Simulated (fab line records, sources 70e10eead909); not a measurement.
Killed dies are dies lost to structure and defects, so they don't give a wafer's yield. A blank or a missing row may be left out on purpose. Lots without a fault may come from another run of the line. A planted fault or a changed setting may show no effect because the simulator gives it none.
fab line records | flow nand_harc
record lots=7 wafers=20 last_day=23
route steps=1159 shown P_CONTACT@218
lots that met no fault: from a run of the same line without faults
start_h: hours from the record's first day to the start of the lot's first wafer shown | wait_h: hours since the lot's step before | " the same as in the row above | L1.1+2: a row that stands for several wafers | - no value, or no start given | * or withheld: withheld | < > ~ a bound
route shown NAME@n: a module of which the file shows steps, and the number in the route of the first | usual: mean/standard deviation of fault-free wafers | same: alike in all rows | chamber/n: place in a boat | sites: the reading at each site | _std_site: their standard deviation | _edge_site: outer sites' mean less inner sites' | radius_mm: how far each site lies from the wafer's centre | mask NAME#n: copy n | behind: the tool/chamber that last shaped the wafer | hold: why the lot was held/for how many hours/how that ended | device: the transistor (n, p or np) that didn't switch | end of line: the same wafers' tests at the end of the route | a step without rows: its recipe alone | killed: dies lost to structure and defects at the first sort, not the wafer's yield | map: a wafer's dies, x killed, . not, _ none there
set.NAME: the setting as run; set.NAME@STEP: as run at that earlier step | model.NAME: the simulator's own value behind a step, which no gauge read
lots at some steps of the route; a table a step, a row a wafer
services: from which hour (start_h, from the record's first day; less than 0 if before it) a tool's chamber was out of use, for how many hours, and why
## steps
# step NHARC_P_CONTACT_DEP_00
# recipe target_thk_a=5000 temp_c=400 pressure_torr=6.5 rf_w=900 teos_flow_sccm=161.4 flow_sccm=2650 target_thk_nm=500 gas=O2 material=SiO2
# usual chamber_pressure_Torr=6.500/0.015 heater_power_w=570/100 throttle_valve_pct=16.1/0.44
# columns lot.wafer tool chamber start_h wait_h chamber_pressure_Torr heater_power_w throttle_valve_pct
L153.1 pecvd-02 2 - - 6.503 692 16.3
L153.3 " 0 " " 6.499 603 15.8
L153.6 " 0 " " 6.510 628 15.6
L154.1 pecvd-01 2 - - 6.511 378 15.8
L154.2 " 0 " " 6.493 729 16.0
L154.5 " 1 " " 6.527 369 16.3
L156.1 pecvd-02 0 - - 6.497 629 15.9
L156.5 " 1 " " 6.503 589 16.0
L156.4 " 2 " " 6.533 672 16.4
L158.3 pecvd-03 0 - - 6.494 631 16.6
L158.6 " 2 " " 6.502 482 15.8
L157.1 pecvd-01 2 - - 6.524 426 16.0
L157.3 " 0 " " 6.528 701 16.3
L157.5 " 2 " " 6.509 425 15.6
L163.2 pecvd-02 1 - - 6.499 614 15.6
L163.3 " 2 " " 6.496 752 15.6
L163.5 " 1 " " 6.497 456 15.3
L171.3 pecvd-01 0 - - 6.485 646 16.2
L171.2 " 1 " " 6.509 439 17.0
L171.5 " 1 " " 6.501 460 16.5
# step NHARC_P_CONTACT_CMP_01
# recipe target_thk_nm=200 material=SiO2
# usual motor_current_A=11.3/1
# columns lot.wafer tool chamber start_h wait_h motor_current_A
L153.1 cmp-03 2 123.30 - 11.3
L153.3 " 1 " " 11.2
L153.6 " 2 " " 12.2
L154.2 cmp-02 3 123.77 - 13.4
L154.1 " 1 " " 11.2
L154.5 " 3 " " 13.3
L156.4 cmp-02 2 141.00 - 11.7
L156.1 " 0 " " 10.6
L156.5 " 3 " " 12.8
L158.3 cmp-02 3 143.67 - 13.0
L158.6 " 0 " " 11.1
L157.1 cmp-02 3 144.50 - 13.4
L157.3 " 2 " " 12.1
L157.5 " 3 " " 13.8
L163.3 cmp-04 1 189.11 - 10.5
L163.2 " 2 " " 12.0
L163.5 " 1 " " 11.4
L171.3 cmp-02 0 232.20 - 10.8
L171.2 " 2 " " 11.5
L171.5 " 3 " " 13.8
# step NHARC_P_CONTACT_SRD_03
# step NHARC_P_CONTACT_DEHYDRATE_04
# recipe temp_c=150 time_s=120
# step NHARC_P_CONTACT_HMDS_05
# recipe time_s=30
# step NHARC_P_CONTACT_COAT_33
# recipe temp_c=260 time_s=75
# step NHARC_P_CONTACT_COAT_34
# recipe temp_c=225 time_s=65
# step NHARC_P_CONTACT_COAT_06
# recipe spin_rpm=1500 resist_thk_nm=90
# step NHARC_P_CONTACT_SOFTBAKE_07
# recipe temp_c=105 time_s=55
# step NHARC_P_CONTACT_EBR_08
# step NHARC_P_CONTACT_EXPOSE_09
# recipe na=1.35 target_cd_nm=90 dose_mj=81.26 mask_id=P_CA
# step NHARC_P_CONTACT_PEB_10
# recipe peb_temp_c=100 peb_time_s=65
# usual exhaust_pa=44.8/0.79 plate_temp_C=100.00/0.13
# columns lot.wafer tool chamber start_h wait_h exhaust_pa plate_temp_C
L153.1 litho_track-06 0 124.05 0.1 44.0 100.23
L153.3 " 0 " " 44.3 99.94
L153.6 " 0 " " 43.5 100.13
L154.1 litho_track-01 0 124.49 0.1 45.4 100.08
L154.2 " 0 " " 45.4 99.86
L154.5 " 0 " " 44.8 99.91
L156.1 litho_track-01 0 141.75 0.1 44.6 100.12
L156.4 " 0 " " 44.5 99.84
L156.5 " 0 " " 44.1 100.05
L158.3 litho_track-01 0 144.22 0.0 44.1 100.11
L158.6 " 0 " " 45.8 99.98
L157.1 litho_track-01 0 145.25 0.1 45.3 100.19
L157.3 " 0 " " 44.6 99.86
L157.5 " 0 " " 46.4 100.05
L163.2 litho_track-06 0 189.87 0.1 44.7 99.84
L163.3 " 0 " " 44.0 100.05
L163.5 " 0 " " 44.0 100.13
L171.2 litho_track-04 0 232.93 0.1 43.8 100.06
L171.3 " 0 " " 43.2 100.11
L171.5 " 0 " " 43.7 100.15
# step NHARC_P_CONTACT_DEVELOP_11
# recipe develop_time_s=35 dev_temp_c=23
# step NHARC_P_CONTACT_CD_MEAS_12
# recipe target_cd_nm=90 landing_energy_ev=500
# usual cd_nm=89.7/0.71
# columns lot.wafer tool chamber start_h wait_h cd_nm
L153.1 cd_sem-01 0 124.13 - 89.5
L153.3 " 0 " " 89.7
L153.6 " 0 " " 89.5
L154.1 cd_sem-01 0 124.57 - 88.8
L154.2 " 0 " " 91.1
L154.5 " 0 " " 90.7
L156.1 cd_sem-03 0 141.83 - 89.3
L156.4 " 0 " " 105.4
L156.5 " 0 " " 89.0
L158.3 cd_sem-01 0 144.30 - 103.5
L158.6 " 0 " " 88.4
L157.1 cd_sem-01 0 145.33 - 90.5
L157.3 " 0 " " 104.5
L157.5 " 0 " " 89.4
L163.2 cd_sem-01 0 189.95 - 90.0
L163.3 " 0 " " 90.8
L163.5 " 0 " " 89.5
L171.2 cd_sem-02 0 233.01 - 90.2
L171.3 " 0 " " 89.4
L171.5 " 0 " " 90.2
# step NHARC_P_CONTACT_OVL_MEAS_13
# usual overlay_x_nm=-0.2/0.88 overlay_y_nm=0.2/0.88
# columns lot.wafer tool chamber start_h wait_h overlay_x_nm overlay_y_nm
L153.1 overlay-01 - 124.22 - 0.1 -1.0
L153.3 " - " " 0.2 0.2
L153.6 " - " " 0.1 -0.2
L154.1 overlay-01 - 124.66 - -0.3 0.7
L154.2 " - " " -0.8 1.1
L154.5 " - " " -0.4 0.8
L156.1 overlay-01 - 141.93 - -0.3 0.8
L156.4 " - " " -1.6 0.4
L156.5 " - " " -1.2 0.4
L158.3 overlay-01 - 144.39 - -0.7 0.7
L158.6 " - " " -0.6 0.9
L157.1 overlay-01 - 145.42 - -0.2 0.5
L157.3 " - " " -0.9 0.2
L157.5 " - " " -1.3 0.1
L163.2 overlay-01 - 190.03 - 0.3 1.9
L163.3 " - " " -0.2 2.0
L163.5 " - " " 0.2 1.5
L171.2 overlay-02 - 233.09 - -0.4 0.5
L171.3 " - " " -1.3 0.1
L171.5 " - " " -0.8 -0.1
# step NHARC_P_CONTACT_INSPECT_14
# usual raw_defect_count=4.2/2.7
# columns lot.wafer tool chamber start_h wait_h raw_defect_count
L153.1 defect_inspect-01 - 124.25 0.0 4
L153.3 " - " " 2
L153.6 " - " " 1
L154.1 defect_inspect-02 - 124.69 0.0 3
L154.2 " - " " 4
L154.5 " - " " 5
L156.1 defect_inspect-02 - 141.97 0.0 4
L156.4 " - " " 3
L156.5 " - " " 7
L158.3 defect_inspect-01 - 144.42 0.0 2
L158.6 " - " " 4
L157.1 defect_inspect-02 - 145.45 0.0 5
L157.3 " - " " 4
L157.5 " - " " 2
L163.2 defect_inspect-02 - 190.07 0.0 8
L163.3 " - " " 8
L163.5 " - " " 1
L171.2 defect_inspect-02 - 233.15 0.1 4
L171.3 " - " " 1
L171.5 " - " " 5
# step NHARC_P_CONTACT_DESCUM_17
# recipe time_s=3 o2_flow_sccm=200 ar_flow_sccm=0 bias_power_w=0 chemistry=O2
# usual drypump_motor_current_A=5.8/0.62 oes_product_au=0.998/0.011 rf_vpp_V=57.8/0.9 showerhead_plenum_p_Torr=1.93/0.077 throttle_valve_pct=11.311/0.009
# same time_s=3
# columns lot.wafer tool chamber start_h wait_h drypump_motor_current_A oes_product_au rf_hours_counter_h rf_vpp_V showerhead_plenum_p_Torr throttle_valve_pct model.P_CONTACT.cd_nm
L153.3 rie_diel-05 2 124.32 0.1 6.1 0.988 47 56.7 1.84 11.285 89.47
L153.1 " 3 " " 6.5 1.019 46 58.0 1.80 11.324 90.09
L153.6 " 2 " " 6.1 0.996 - 56.6 1.84 11.306 89.62
L154.2 rie_diel-02 2 124.77 0.1 6.2 1.008 12 58.1 2.03 11.318 90.28
L154.1 " 3 " " 6.6 0.986 13 58.7 1.97 11.297 87.8
L154.5 " 0 " " 5.0 1.012 - 56.7 1.81 11.304 90.09
L156.1 rie_diel-02 1 142.04 0.1 5.2 0.994 17 57.6 2.00 11.308 89.98
L156.4 " 3 " " 6.6 0.978 15 57.6 1.97 11.325 105
L156.5 " 1 " " 5.2 1.002 - 55.5 2.00 11.316 89.78
L158.3 rie_diel-08 2 144.50 0.1 6.3 0.978 1 57.3 1.86 11.318 103.7
L158.6 " 0 " " 6.0 1.007 - 57.9 1.98 11.317 89.64
L157.1 rie_diel-08 1 145.52 0.1 5.1 1.006 1 57.6 1.90 11.315 90.87
L157.3 " 3 " " 6.3 0.992 1 59.6 2.01 11.306 104.9
L157.5 " 1 " " 5.1 1.009 - 59.2 1.90 11.298 90.09
L163.3 rie_diel-02 2 190.13 0.1 6.2 1.000 3 57.1 2.03 11.307 90.46
L163.2 " 3 " " 6.7 0.994 3 59.2 1.97 11.307 90.01
L163.5 " 3 " " 6.7 1.000 - 58.0 1.97 11.330 89.4
L171.2 rie_diel-05 2 233.22 0.1 6.1 0.996 25 58.2 1.83 11.312 89.29
L171.3 " 0 " " 4.7 0.997 25 58.2 1.90 11.311 89.96
L171.5 " 2 " " 6.1 0.995 - 56.7 1.83 11.320 89.69
# step NHARC_P_CONTACT_ETCH_35
# recipe target_depth_a=390 over_etch_frac=0.3 time_s=65 ion_energy_ev=80 cf4_flow_sccm=150 ar_flow_sccm=0 rf_w=300 bias_w=100 chemistry=CF4
# usual bias_w=100.00/0.28 drypump_motor_current_A=5.8/0.6 oes_product_au=0.999/0.011 rf_vpp_V=151.5/1.2 showerhead_plenum_p_Torr=1.78/0.067 throttle_valve_pct=13.284/0.0098
# same time_s=65
# columns lot.wafer tool chamber start_h wait_h bias_w drypump_motor_current_A oes_product_au rf_hours_counter_h rf_vpp_V showerhead_plenum_p_Torr throttle_valve_pct
L153.3 rie_diel-05 3 124.40 0.1 99.79 6.5 1.007 46 150.1 1.67 13.283
L153.1 " 1 " " 100.38 5.7 1.011 45 151.0 1.76 13.278
L153.6 " 3 " " 99.27 6.5 1.011 - 149.4 1.67 13.269
L154.1 rie_diel-02 1 124.89 0.1 100.45 5.2 1.016 15 152.2 1.84 13.272
L154.2 " 0 " " 99.92 5.0 1.014 14 150.6 1.68 13.281
L154.5 " 1 " " 100.34 5.2 1.016 - 152.0 1.84 13.295
L156.1 rie_diel-02 1 142.11 0.1 100.17 5.2 1.009 17 151.7 1.84 13.267
L156.4 " 3 " " 99.59 6.6 1.008 15 151.4 1.82 13.290
L156.5 " 1 " " 100.11 5.2 1.008 - 151.6 1.84 13.293
L158.3 rie_diel-08 0 144.57 0.1 100.34 5.9 1.003 1 151.0 1.83 13.290
L158.6 " 0 " " 99.86 5.9 1.000 - 152.4 1.83 13.299
L157.1 rie_diel-08 0 145.62 0.1 99.63 5.9 1.000 1 152.1 1.83 13.280
L157.3 " 1 " " 100.54 5.1 1.011 1 152.8 1.76 13.290
L157.5 " 0 " " 99.58 5.9 1.004 - 151.7 1.83 13.290
L163.3 rie_diel-02 3 190.22 0.1 99.82 6.6 0.994 3 153.2 1.81 13.289
L163.2 " 1 " " 100.14 5.2 1.005 3 152.6 1.84 13.287
L163.5 " 0 " " 99.84 5.0 1.018 - 150.7 1.68 13.281
L171.2 rie_diel-05 3 233.30 0.1 99.85 6.5 1.008 24 148.4 1.66 13.281
L171.3 " 0 " " 100.00 4.8 0.982 25 152.8 1.75 13.277
L171.5 " 2 " " 100.30 6.1 0.982 - 150.3 1.70 13.282
# step NHARC_P_CONTACT_ETCH_36
# recipe target_depth_a=2600 over_etch_frac=0.25 time_s=406.25 ion_energy_ev=200 n2_flow_sccm=150 h2_flow_sccm=150 ar_flow_sccm=0 rf_w=400 bias_w=150 chemistry=N2/H2
# usual bias_w=150.0/0.46 drypump_motor_current_A=5.9/0.62 n2_flow_sccm=149.9/0.44 oes_product_au=0.998/0.011 rf_vpp_V=430.9/2.4 showerhead_plenum_p_Torr=2.06/0.085 throttle_valve_pct=14.172/0.0096
# same time_s=406.25
# columns lot.wafer tool chamber start_h wait_h bias_w drypump_motor_current_A n2_flow_sccm oes_product_au rf_hours_counter_h rf_vpp_V showerhead_plenum_p_Torr throttle_valve_pct
L153.3 rie_diel-05 2 - - 150.2 6.1 149.8 0.985 47 427.9 1.96 14.174
L153.1 " 3 " " 149.5 6.5 150.2 1.022 46 425.7 1.91 14.170
L153.6 " 1 " " 149.9 5.7 149.9 1.012 - 432.0 2.03 14.170
L154.2 rie_diel-02 2 - - 150.5 6.2 149.7 1.000 12 435.1 2.17 14.172
L154.1 " 0 " " 150.2 5.0 150.2 1.009 14 425.6 1.93 14.172
L154.5 " 3 " " 150.3 6.6 150.3 0.981 - 431.2 2.10 14.161
L156.1 rie_diel-02 0 - - 150.4 5.0 150.3 1.008 16 427.6 1.93 14.169
L156.4 " 2 " " 149.8 6.2 149.8 1.004 15 434.5 2.17 14.155
L156.5 " 0 " " 149.9 5.0 150.1 1.021 - 427.2 1.93 14.189
L158.3 rie_diel-08 0 - - 150.4 6.0 149.9 0.995 1 430.9 2.11 14.164
L158.6 " 1 " " 149.9 5.1 150.1 0.997 - 429.9 2.02 14.166
L157.3 rie_diel-08 3 - - 149.8 6.3 150.0 0.998 1 433.1 2.14 14.171
L157.1 " 1 " " 150.0 5.2 149.8 1.012 1 431.0 2.02 14.187
L157.5 " 3 " " 149.9 6.3 149.7 0.991 - 434.2 2.14 14.161
L163.2 rie_diel-02 2 - - 149.9 6.2 150.0 0.990 3 434.4 2.17 14.182
L163.3 " 3 " " 150.6 6.6 149.9 0.994 3 431.3 2.10 14.191
L163.5 " 3 " " 150.6 6.6 150.2 0.997 - 433.2 2.10 14.178
L171.3 rie_diel-05 1 - - 150.1 5.7 150.3 0.981 26 430.2 2.02 14.170
L171.2 " 2 " " 149.8 6.1 150.3 0.987 25 429.6 1.95 14.183
L171.5 " 3 " " 150.4 6.5 151.1 1.020 - 426.6 1.90 14.180
# step NHARC_P_CONTACT_ETCH_18
# recipe target_depth_a=4810 time_s=240.5 c4f8_flow_sccm=20 o2_flow_sccm=10 ar_flow_sccm=withheld rf_w=600 bias_w=1500 chemistry=C4F8/O2/Ar
# step NHARC_P_CONTACT_STRIP_37
# recipe c4f8_flow_sccm=withheld o2_flow_sccm=8 ar_flow_sccm=withheld bias_w=0 chemistry=C4F8/O2/Ar
# step NHARC_P_CONTACT_ETCH_31
# recipe target_depth_a=300 time_s=85.7 ion_energy_ev=120 over_etch_frac=1 ch3f_flow_sccm=50 o2_flow_sccm=30 ar_flow_sccm=200 rf_w=500 bias_w=100 chemistry=CH3F/O2
# usual bias_w=100.0/0.32 ch3f_flow_sccm=50.03/0.14 drypump_motor_current_A=5.8/0.62 oes_product_au=0.978/0.013 rf_vpp_V=244.5/1.5 showerhead_plenum_p_Torr=2.47/0.097 throttle_valve_pct=20.663/0.0082
# same time_s=85.7
# columns lot.wafer tool chamber start_h wait_h bias_w ch3f_flow_sccm drypump_motor_current_A oes_product_au rf_hours_counter_h rf_vpp_V showerhead_plenum_p_Torr throttle_valve_pct model.P_CONTACT.cd_nm
L153.1 rie_diel-05 2 - - 100.1 50.14 6.1 0.978 47 241.9 2.37 20.661 87.56
L153.3 " 3 " " 100.3 50.05 6.5 1.001 46 242.0 2.31 20.663 89.98
L153.6 " 2 " " 100.3 50.09 6.1 0.978 - 243.1 2.37 20.663 90.58
L154.2 rie_diel-02 0 - - 100.4 50.10 5.0 0.976 14 242.8 2.33 20.673 90.65
L154.1 " 3 " " 100.2 49.98 6.7 0.950 14 243.5 2.53 20.665 85.94
L154.5 " 1 " " 100.3 49.94 5.2 0.980 - 244.9 2.56 20.661 94.35
L156.4 rie_diel-02 3 - - 99.7 49.89 6.6 0.987 15 244.9 2.53 20.668 105.2
L156.1 " 1 " " 99.7 50.08 5.2 0.990 17 243.9 2.56 20.656 88.57
L156.5 " 3 " " 99.8 50.10 6.6 0.975 - 244.1 2.53 20.663 88.8
L158.3 rie_diel-08 3 - - 100.2 50.10 6.2 0.972 1 247.1 2.58 20.652 105.8
L158.6 " 2 " " 99.7 49.95 6.3 0.966 - 243.9 2.39 20.662 87.25
L157.1 rie_diel-08 0 - - 100.3 49.92 5.9 0.992 1 245.5 2.54 20.658 88.24
L157.3 " 3 " " 99.7 50.21 6.3 0.985 1 244.0 2.58 20.662 104.8
L157.5 " 1 " " 100.0 50.05 5.1 0.981 - 246.0 2.44 20.673 89.32
L163.2 rie_diel-02 1 - - 100.2 50.10 5.2 0.981 3 246.0 2.56 20.658 88.08
L163.3 " 3 " " 100.7 50.10 6.6 0.969 3 245.9 2.52 20.673 89.76
L163.5 " 1 " " 100.5 49.92 5.2 0.988 - 247.0 2.56 20.677 88.17
L171.3 rie_diel-05 1 - - 100.0 50.08 5.7 0.962 26 244.6 2.43 20.682 87.68
L171.2 " 2 " " 99.8 50.29 6.1 0.966 25 241.9 2.35 20.658 90.85
L171.5 " 1 " " 99.7 50.29 5.7 0.958 - 243.9 2.43 20.657 84.86
# step NHARC_P_CONTACT_CD_MEAS_19
# usual cd_nm=89.9/2.2
# columns lot.wafer tool chamber start_h wait_h cd_nm
L153.1 cd_sem-02 - 125.18 - 87.5
L153.3 " - " " 89.6
L153.6 " - " " 90.6
L154.1 cd_sem-03 - 125.68 - 86.5
L154.2 " - " " 90.6
L154.5 " - " " 94.5
L156.1 cd_sem-01 - 142.90 - 89.0
L156.4 " - " " 105.3
L156.5 " - " " 89.1
L158.3 cd_sem-03 - 145.36 - 106.0
L158.6 " - " " 87.0
L157.1 cd_sem-02 - 146.40 - 88.0
L157.3 " - " " 105.0
L157.5 " - " " 89.7
L163.2 cd_sem-01 - 191.01 - 88.0
L163.3 " - " " 90.0
L163.5 " - " " 88.2
L171.2 cd_sem-03 - 234.08 - 91.2
L171.3 " - " " 87.6
L171.5 " - " " 85.1
# step NHARC_P_CONTACT_STRIP_28
# recipe o2_flow_sccm=500 ar_flow_sccm=0 bias_w=0 chemistry=O2
# usual drypump_motor_current_A=5.8/0.59 oes_product_au=0.999/0.0098 rf_vpp_V=57.9/0.91 showerhead_plenum_p_Torr=3.55/0.13 throttle_valve_pct=17.036/0.0095
# same bias_w=0
# columns lot.wafer tool chamber start_h wait_h drypump_motor_current_A oes_product_au rf_hours_counter_h rf_vpp_V showerhead_plenum_p_Torr throttle_valve_pct
L153.3 rie_diel-05 3 125.26 0.1 6.5 1.017 46 57.7 3.33 17.027
L153.1 " 2 " " 6.2 0.985 47 59.4 3.40 17.043
L153.6 " 0 " " 4.8 0.994 - 58.3 3.52 17.031
L154.1 rie_diel-05 0 125.76 0.1 4.8 1.004 44 58.5 3.52 17.025
L154.2 " 3 " " 6.5 1.014 46 56.0 3.33 17.041
L154.5 " 0 " " 4.8 1.006 - 57.7 3.52 17.035
L156.1 rie_diel-08 2 142.98 0.1 6.3 0.991 1 57.5 3.43 17.037
L156.4 " 3 " " 6.3 0.987 0 57.8 3.69 17.028
L156.5 " 2 " " 6.3 0.986 - 56.9 3.43 17.051
L158.3 rie_diel-08 3 145.46 0.1 6.3 0.988 1 58.0 3.69 17.037
L158.6 " 1 " " 5.1 1.001 - 57.1 3.50 17.044
L157.3 rie_diel-02 0 146.47 0.1 5.0 1.000 16 56.7 3.35 17.026
L157.1 " 2 " " 6.2 0.994 15 58.0 3.73 17.044
L157.5 " 0 " " 5.0 1.000 - 57.8 3.35 17.042
L163.3 rie_diel-08 2 191.09 0.1 6.4 0.983 6 58.2 3.43 17.032
L163.2 " 3 " " 6.3 1.011 6 57.7 3.69 17.041
L163.5 " 2 " " 6.3 0.984 - 58.8 3.43 17.042
L171.3 rie_diel-08 1 234.15 0.1 5.2 0.998 10 58.1 3.50 17.035
L171.2 " 2 " " 6.3 0.987 10 56.6 3.43 17.038
L171.5 " 2 " " 6.4 0.987 - 57.3 3.43 17.035
## services
# columns tool chamber start_h hours kind
cmp-04 - 105.00 4.0 pm
rie_diel-08 1 108.66 7.9 repair
cmp-02 - 109.82 1.4 repair
rie_diel-08 3 109.85 9.1 repair
cmp-02 - 115.92 2.5 repair
litho_track-06 - 117.00 7.0 pm
rie_diel-08 - 124.80 9.0 pm
cmp-02 - 128.50 4.0 pm
rie_diel-08 1 134.74 5.1 repair
rie_diel-08 - 140.42 0.7 repair
cmp-02 - 150.27 0.6 repair
rie_diel-02 - 150.70 9.0 pm
pecvd-02 - 153.00 13.0 pm
cmp-02 - 155.87 0.5 repair
rie_diel-08 2 160.91 5.5 repair
rie_diel-05 - 163.65 9.0 pm
rie_diel-02 3 171.82 4.8 repair
rie_diel-02 2 179.85 2.3 repair
cmp-02 - 185.17 0.9 repair
cmp-02 - 188.79 0.2 repair
rie_diel-08 3 194.34 1.6 repair
pecvd-01 - 204.38 0.6 repair
cmp-02 - 226.50 4.0 pm
rie_diel-08 0 231.52 3.8 repair
## key
first_sign step=NHARC_P_CONTACT_CD_MEAS_12 reading=cd_nm direction=up sigmas=21 usual=89.7 struck=104.5
effect step=NHARC_P_CONTACT_CD_MEAS_19 reading=cd_nm direction=up sigmas=7.2 usual=89.9 struck=105.4
model_effect step=NHARC_P_CONTACT_DESCUM_17 value=P_CONTACT.cd_nm without=89.28 struck=104.5
model_effect step=NHARC_P_CONTACT_ETCH_31 value=P_CONTACT.cd_nm without=89.98 struck=105.2
met_at NHARC_P_CONTACT_PEB_10
struck_wafers L156.4,L157.3,L158.3
sort_left_out L156.4,L157.3,L158.3
tester_left_out L156,L157,L158
onset_between 124.49 141.75
fault kind=process_parameter_drift tool=litho_track-01 chamber=- onset_h=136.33 steps=NHARC_P_CONTACT_PEB_10 channel=peb_time_s offset=* shape=step end_h=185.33 scope=struck_wafers_only acts_in=* stated=*
# tester_left_out: of these lots the tester's yield and bins aren't shown, on N5 and GAA mostly nor the transistor test; their killed dies are dies lost to structure and defects alone, not to doping, threshold or leakage, so they don't give the yield
# sort_left_out: the simulated sort isn't trusted on such a fault, so these wafers' sort isn't shown, and their yield isn't known
